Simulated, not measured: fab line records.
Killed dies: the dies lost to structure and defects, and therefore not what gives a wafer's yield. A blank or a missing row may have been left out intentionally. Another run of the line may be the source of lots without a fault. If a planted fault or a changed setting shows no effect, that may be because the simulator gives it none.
The tool behind it: which one?	flow n5-finfet	24 lots, 72 wafers sampled, at 6 steps of a route of 1938

WHAT THE GAUGES SHOWED, per wafer
N5_BEOL_M7_CD_MEAS_18: pitch 80 nm, target cd 40 nm. Usual: cd-nm 40.2 nm, standard deviation 0.73.
lot	measured	on	cd-nm (nm)	flag
L074	day 9 10:02	cd-sem-01	39.9 40.3 39.6	
L075	day 10 09:17	cd-sem-02	41.1 40.5 40.6	
L076	day 10 12:55	cd-sem-02	40.3 39.8 39.3	
L077	day 10 15:58	cd-sem-01	40.1 38.6 40.0	
L079	day 10 19:07	cd-sem-01	39.5 39.4 39.5	
L078	day 10 19:51	cd-sem-01	39.3 40.2 39.7	
L080	day 11 00:02	cd-sem-02	40.0 40.6 39.7	
L081	day 11 00:27	cd-sem-02	40.8 38.9 39.4	
L083	day 11 21:48	cd-sem-01	39.6 40.4 40.8	
L082	day 12 04:23	cd-sem-02	39.7 40.5 40.0	
L084	day 12 12:40	cd-sem-01	41.3 40.6 40.4	
L086	day 12 15:50	cd-sem-02	40.8 39.6 40.8	
L087	day 13 00:23	cd-sem-01	39.6 42.1 40.7	
L085	day 13 00:40	cd-sem-02	40.3 41.3 41.0	
L088	day 13 02:46	cd-sem-02	41.7 41.0 41.1	
L090	day 13 23:43	cd-sem-01	40.0 41.1 40.4	
L091	day 14 03:19	cd-sem-02	40.5 40.3 40.5	
L089	day 14 03:24	cd-sem-02	40.0 39.3 39.6	
L093	day 14 12:14	cd-sem-01	38.1 39.9 40.9	
L092	day 14 11:43	cd-sem-01	39.7 40.0 40.1	
L096	day 15 04:25	cd-sem-01	40.4 41.5 40.1	
L094	day 15 04:46	cd-sem-02	40.4 39.3 39.9	
L095	day 15 07:18	cd-sem-01	40.2 40.9 40.2	
L097	day 16 07:49	cd-sem-03	39.5 39.6 40.8	

N5_BEOL_M7_CD_MEAS_35 targets a cd of 40 nm. Usual: cd-nm 40.2 nm, standard deviation 0.75.
lot	measured	on	cd-nm (nm)	flag
L074	day 9 11:12	cd-sem-01	40.2 40.4 39.8	
L075	day 10 10:41	cd-sem-01	41.4 41.0 40.7	
L076	day 10 13:56	cd-sem-01	40.3 40.2 38.8	
L077	day 10 17:38	cd-sem-01	40.2 38.9 40.0	
L079	day 10 20:29	cd-sem-02	40.0 39.3 39.3	
L078	day 10 22:16	cd-sem-01	39.3 40.0 39.8	
L080	day 11 01:16	cd-sem-02	39.7 40.2 39.6	
L081	day 11 01:40	cd-sem-02	40.7 38.9 39.5	
L083	day 12 00:43	cd-sem-02	39.7 40.2 40.6	
L082	day 12 06:10	cd-sem-01	39.9 40.8 40.1	
L084	day 12 13:47	cd-sem-02	41.5 40.2 40.9	
L086	day 12 19:37	cd-sem-01	40.9 40.1 40.4	
L087	day 13 01:56	cd-sem-02	39.4 42.4 40.8	
L085	day 13 02:14	cd-sem-01	40.8 41.9 41.0	
L088	day 13 04:37	cd-sem-01	41.3 40.9 41.2	
L090	day 14 01:53	cd-sem-01	40.3 41.0 40.0	
L091	day 14 06:05	cd-sem-01	40.7 40.2 40.0	
L089	day 14 06:43	cd-sem-02	40.2 38.9 39.6	
L093	day 14 20:59	cd-sem-02	38.0 39.3 40.9	
L092	day 14 21:23	cd-sem-02	39.7 39.9 40.3	
L096	day 15 05:50	cd-sem-01	40.9 41.7 39.7	
L094	day 15 05:54	cd-sem-01	40.3 39.4 40.3	
L095	day 15 10:05	cd-sem-01	40.4 40.9 40.5	
L097	day 16 09:25	cd-sem-01	39.4 39.5 41.0	

TOOL THAT RAN EACH LOT (tool first, then ch and the chambers of the sampled wafers, then the start)
lot	N5_BEOL_M6_CURE_75	N5_BEOL_M6_CMP_52	N5_BEOL_M6_DEP_56	N5_BEOL_M7_DESCUM_16
L074	uv-cure-01 ch 1, day 9 04:26	cmp-02 ch 1,2,3, day 9 06:38	pecvd-01 ch 0,1,2, day 9 06:55	rie-diel-03 ch 0,1,3, day 9 09:24
L075	uv-cure-02 ch 1, day 10 02:52	cmp-03 ch 1,2,3, day 10 07:00	pecvd-01 ch 0,1,2, day 10 07:17	rie-diel-04 ch 0,1,2, day 10 08:44
L076	uv-cure-01 ch 1, day 10 06:44	cmp-01 ch 1,2, day 10 09:34	pecvd-04 ch 0,1,2, day 10 09:55	rie-diel-03 ch 0,1, day 10 12:19
L077	uv-cure-01 ch 0, day 10 11:38	cmp-03 ch 0,2,3, day 10 13:32	pecvd-04 ch 0, day 10 13:52	rie-diel-04 ch 1,2, day 10 15:29
L079	uv-cure-02 ch 0, day 10 11:59	cmp-03 ch 0,2,3, day 10 14:21	pecvd-01 ch 0,1, day 10 14:43	rie-diel-01 ch 1,2, day 10 18:23
L078	uv-cure-01 ch 1, day 10 14:20	cmp-02 ch 0,2,3, day 10 16:35	pecvd-03 ch 0,1,2, day 10 16:50	rie-diel-04 ch 0,1,3, day 10 19:05
L080	uv-cure-02 ch 1, day 10 17:56	cmp-03 ch 1,2,3, day 10 20:49	pecvd-04 ch 0,1,2, day 10 21:10	rie-diel-04 ch 1,2,3, day 10 23:34
L081	uv-cure-03 ch 1, day 10 19:59	cmp-01 ch 0,3, day 10 21:58	pecvd-04 ch 0,1,2, day 10 22:17	rie-diel-04 ch 2,3, day 10 23:54
L083	uv-cure-02 ch 2, day 11 15:03	cmp-02 ch 1,2,3, day 11 18:10	pecvd-04 ch 1,2, day 11 18:27	rie-diel-04 ch 2,3, day 11 21:17
L082	uv-cure-03 ch 1, day 11 21:24	cmp-03 ch 0,1,2, day 12 01:05	pecvd-03 ch 0,1, day 12 01:24	rie-diel-04 ch 0,2, day 12 03:41
L084	uv-cure-01 ch 2, day 12 06:13	cmp-03 ch 0,1, day 12 08:22	pecvd-01 ch 0,2, day 12 08:43	rie-diel-04 ch 0,3, day 12 12:11
L086	uv-cure-01 ch 0, day 12 11:28	cmp-01 ch 1,2,3, day 12 13:24	pecvd-04 ch 0,1,2, day 12 13:46	rie-diel-04 ch 0,1,3, day 12 15:15
L087	uv-cure-01 ch 2, day 12 18:14	cmp-01 ch 1,2,3, day 12 20:51	pecvd-01 ch 0,2, day 12 21:10	rie-diel-04 ch 0,1,2, day 12 23:54
L085	uv-cure-02 ch 0, day 12 18:28	cmp-01 ch 1,2,3, day 12 21:38	pecvd-01 ch 0,1,2, day 12 21:59	rie-diel-04 ch 0,3, day 13 00:10
L088	uv-cure-02 ch 1, day 12 22:37	cmp-03 ch 1,2, day 13 00:03	pecvd-01 ch 0,1, day 13 00:25	rie-diel-01 ch 1,2, day 13 02:18
L090	uv-cure-03 ch 1, day 13 17:48	cmp-02 ch 0,2, day 13 19:44	pecvd-04 ch 1,2, day 13 20:06	rie-diel-01 ch 1,2,3, day 13 23:14
L091	uv-cure-01 ch 0, day 13 19:13	cmp-02 ch 0,2,3, day 13 23:42	pecvd-01 ch 0,2, day 14 00:01	rie-diel-01 ch 0,2,3, day 14 02:46
L089	uv-cure-01 ch 1, day 13 22:24	cmp-02 ch 1,2, day 14 00:28	pecvd-03 ch 0,1,2, day 14 00:50	rie-diel-04 ch 1,3, day 14 02:56
L093	uv-cure-01 ch 0, day 14 06:14	cmp-02 ch 0,1,3, day 14 09:05	pecvd-04 ch 0,1,2, day 14 09:22	rie-diel-03 ch 0,2,3, day 14 11:41
L092	uv-cure-02 ch 0, day 14 06:29	cmp-01 ch 1,2, day 14 09:03	pecvd-03 ch 1,2, day 14 09:24	rie-diel-03 ch 1,2,3, day 14 11:10
L096	uv-cure-01 ch 0, day 14 22:29	cmp-02 ch 0,1,3, day 15 00:44	pecvd-04 ch 0,2, day 15 01:04	rie-diel-03 ch 0,1,3, day 15 03:58
L094	uv-cure-01 ch 1, day 14 23:50	cmp-02 ch 0,1, day 15 01:22	pecvd-03 ch 1, day 15 01:42	rie-diel-04 ch 0,2, day 15 04:19
L095	uv-cure-02 ch 1, day 15 00:56	cmp-01 ch 0,2,3, day 15 04:10	pecvd-03 ch 0,1, day 15 04:31	rie-diel-04 ch 0,1,2, day 15 06:45
L097	uv-cure-02 ch 0, day 16 01:38	cmp-03 ch 0,1, day 16 04:38	pecvd-01 ch 0,1,2, day 16 05:00	rie-diel-04 ch 0,1,2, day 16 07:22
- N5_BEOL_M6_CURE_75: cures SiCOH lowk, time 120 s.
- N5_BEOL_M6_CMP_52: polishes, stops on SiCOH lowk, t overpolish 6.9 s, target thk 80 nm.
- N5_BEOL_M6_DEP_56: deposits SiCN from 3MS/NH3, target thk 10 nm, time 17.5 s.
- N5_BEOL_M7_DESCUM_16: chemistry O2, time 7.9 s.

AS READ BY THE TOOLS THEMSELVES (means over the sampled wafers that have a number; for cases with no such wafer, the mark the record gives instead)
N5_BEOL_M6_CURE_75. Usual: lamp-power-pct 52.31 %, standard deviation 0.055; wafer_temp_C_max 371.8, standard deviation 0.64.
lot	tool	lamp-power-pct (%)	wafer_temp_C_max	flag
L074	uv-cure-01	52.33	371.5	
L075	uv-cure-02	52.37	372.2	
L076	uv-cure-01	52.29	371.4	
L077	uv-cure-01	52.28	371.6	
L079	uv-cure-02	52.32	373.0	
L078	uv-cure-01	52.30	371.5	
L080	uv-cure-02	52.36	372.1	
L081	uv-cure-03	52.37	372.1	
L083	uv-cure-02	52.31	371.6	
L082	uv-cure-03	52.32	372.0	
L084	uv-cure-01	52.28	371.2	
L086	uv-cure-01	52.33	371.5	
L087	uv-cure-01	52.31	371.2	
L085	uv-cure-02	52.35	372.3	
L088	uv-cure-02	52.33	372.4	
L090	uv-cure-03	52.31	372.1	
L091	uv-cure-01	52.32	371.4	
L089	uv-cure-01	52.23	371.4	
L093	uv-cure-01	52.32	371.1	
L092	uv-cure-02	52.27	372.7	
L096	uv-cure-01	52.29	371.3	
L094	uv-cure-01	52.37	371.3	
L095	uv-cure-02	52.32	372.3	
L097	uv-cure-02	52.29	372.2	

N5_BEOL_M6_CMP_52. Usual: barrier-field-endpoint-s 28.9 s, standard deviation 0.97; motor-current-A 5.9 A, standard deviation 0.56; overpolish-run-s 6.899 s, standard deviation 0.0086; slurry-flow-ml-min 150.0, standard deviation 0.47; time-to-endpoint-s 62 s, standard deviation 4.1.
lot	tool	barrier-field-endpoint-s (s)	motor-current-A (A)	overpolish-run-s (s)	slurry-flow-ml-min	time-to-endpoint-s (s)	flag
L074	cmp-02	28.7	5.3	6.895	150.0	62	
L075	cmp-03	30.0	5.8	6.900	149.6	62	
L076	cmp-01	30.2	6.1	6.901	149.7	65	
L077	cmp-03	27.7	5.9	6.906	149.9	57	
L079	cmp-03	27.9	5.9	6.900	149.7	62	
L078	cmp-02	29.7	5.6	6.900	150.3	63	
L080	cmp-03	28.9	6.3	6.898	150.1	58	
L081	cmp-01	27.2	6.0	6.899	150.3	57	
L083	cmp-02	28.9	5.2	6.897	149.7	61	
L082	cmp-03	27.7	6.2	6.898	150.0	58	
L084	cmp-03	29.2	6.5	6.897	149.9	59	
L086	cmp-01	28.7	5.9	6.905	150.1	61	
L087	cmp-01	28.8	5.9	6.898	149.7	62	
L085	cmp-01	28.4	6.0	6.904	149.4	60	
L088	cmp-03	29.8	6.6	6.898	149.9	62	
L090	cmp-02	30.5	5.3	6.903	150.5	68	
L091	cmp-02	28.4	5.7	6.896	150.1	64	
L089	cmp-02	29.2	5.3	6.903	150.5	64	
L093	cmp-02	29.1	5.7	6.887	150.3	64	
L092	cmp-01	28.7	5.7	6.893	150.3	59	
L096	cmp-02	29.4	5.8	6.900	149.7	65	
L094	cmp-02	28.8	5.7	6.901	150.4	64	
L095	cmp-01	28.5	6.2	6.903	150.0	61	
L097	cmp-03	29.0	6.3	6.897	149.8	61	

N5_BEOL_M6_DEP_56. Usual: showerhead-plenum-p-Torr 3.662 Torr, standard deviation 0.015; throttle-valve-pct 9.2 %, standard deviation 0.56.
lot	tool	showerhead-plenum-p-Torr (Torr)	throttle-valve-pct (%)	flag
L074	pecvd-01	3.649	9.3	
L075	pecvd-01	3.652	9.3	
L076	pecvd-04	3.677	9.2	
L077	pecvd-04	3.666	9.7	
L079	pecvd-01	3.662	9.4	
L078	pecvd-03	3.667	8.5	
L080	pecvd-04	3.670	9.6	
L081	pecvd-04	3.666	9.4	
L083	pecvd-04	3.672	9.7	
L082	pecvd-03	3.659	8.7	
L084	pecvd-01	3.642	9.1	
L086	pecvd-04	3.671	9.4	
L087	pecvd-01	3.639	8.9	
L085	pecvd-01	3.650	9.3	
L088	pecvd-01	3.672	9.7	
L090	pecvd-04	3.667	9.5	
L091	pecvd-01	3.645	9.2	
L089	pecvd-03	3.678	8.8	
L093	pecvd-04	3.665	9.5	
L092	pecvd-03	3.664	8.5	
L096	pecvd-04	3.669	9.3	
L094	pecvd-03	3.662	8.8	
L095	pecvd-03	3.662	8.7	
L097	pecvd-01	3.651	9.4	

N5_BEOL_M7_DESCUM_16. Usual: drypump-motor-current-A 5.5 A, standard deviation 0.55; o2-flow-sccm 225.0 sccm, standard deviation 0.63; oes-product-au 0.79 a.u., standard deviation 0.083; rf-vpp-V 243.1 V, standard deviation 1.4; showerhead-plenum-p-Torr 2.08 Torr, standard deviation 0.073; throttle-valve-pct 20.45 %, standard deviation 0.19.
lot	tool	drypump-motor-current-A (A)	o2-flow-sccm (sccm)	oes-product-au (a.u.)	rf-vpp-V (V)	showerhead-plenum-p-Torr (Torr)	throttle-valve-pct (%)	flag
L074	rie-diel-03	5.6	225.2	0.83	243.0	2.11	20.47	
L075	rie-diel-04	5.2	224.9	0.79	242.8	2.06	20.41	
L076	rie-diel-03	5.4	225.7	0.78	244.0	2.13	20.58	
L077	rie-diel-04	5.1	225.0	0.73	241.8	2.02	20.46	
L079	rie-diel-01	5.4	225.0	0.84	242.2	2.02	20.44	
L078	rie-diel-04	5.8	225.7	0.81	243.4	2.09	20.45	
L080	rie-diel-04	5.6	225.1	0.75	242.4	2.05	20.51	
L081	rie-diel-04	5.8	224.3	0.72	242.0	2.04	20.50	
L083	rie-diel-04	5.3	225.4	0.70	242.7	2.00	20.48	
L082	rie-diel-04	5.1	224.3	0.80	243.2	2.05	20.34	
L084	rie-diel-04	6.1	224.5	0.78	243.4	2.07	20.47	
L086	rie-diel-04	5.8	224.6	0.78	243.8	2.08	20.48	
L087	rie-diel-04	5.2	225.1	0.77	242.6	2.05	20.45	
L085	rie-diel-04	5.7	224.8	0.81	243.5	2.08	20.39	
L088	rie-diel-01	5.2	225.4	0.76	241.5	2.00	20.65	
L090	rie-diel-01	5.4	225.1	0.81	241.7	2.05	20.43	
L091	rie-diel-01	5.5	224.8	0.87	244.1	2.13	20.33	
L089	rie-diel-04	5.9	224.6	0.74	242.4	2.07	20.60	
L093	rie-diel-03	5.4	224.8	0.83	243.9	2.11	20.37	
L092	rie-diel-03	5.6	225.4	0.76	242.8	2.07	20.55	
L096	rie-diel-03	5.6	225.2	0.79	243.1	2.10	20.51	
L094	rie-diel-04	5.1	224.6	0.88	244.2	2.14	20.22	
L095	rie-diel-04	5.2	224.8	0.86	244.3	2.13	20.30	
L097	rie-diel-04	5.2	225.4	0.84	243.6	2.13	20.32	

THE ANSWER, worked out from the rows above alone
Rule: a lot counts as off when the mean over its wafers that have a number is more than 3 standard deviations away from the usual mean. Also off: a lot with no number at a reading for which 4 or more lots have one. All remaining lots with rows at the step are treated as sound. First the gauges in route order, then the tools' own readings, where a lot's mean is used as printed above. At the first step where some lot is off, the reading lying furthest off is the one used; lots without a number count as furthest.
None of the lots is off at any reading shown; this tells nothing.

WHAT HAD BEEN PUT IN BY THE SIMULATOR
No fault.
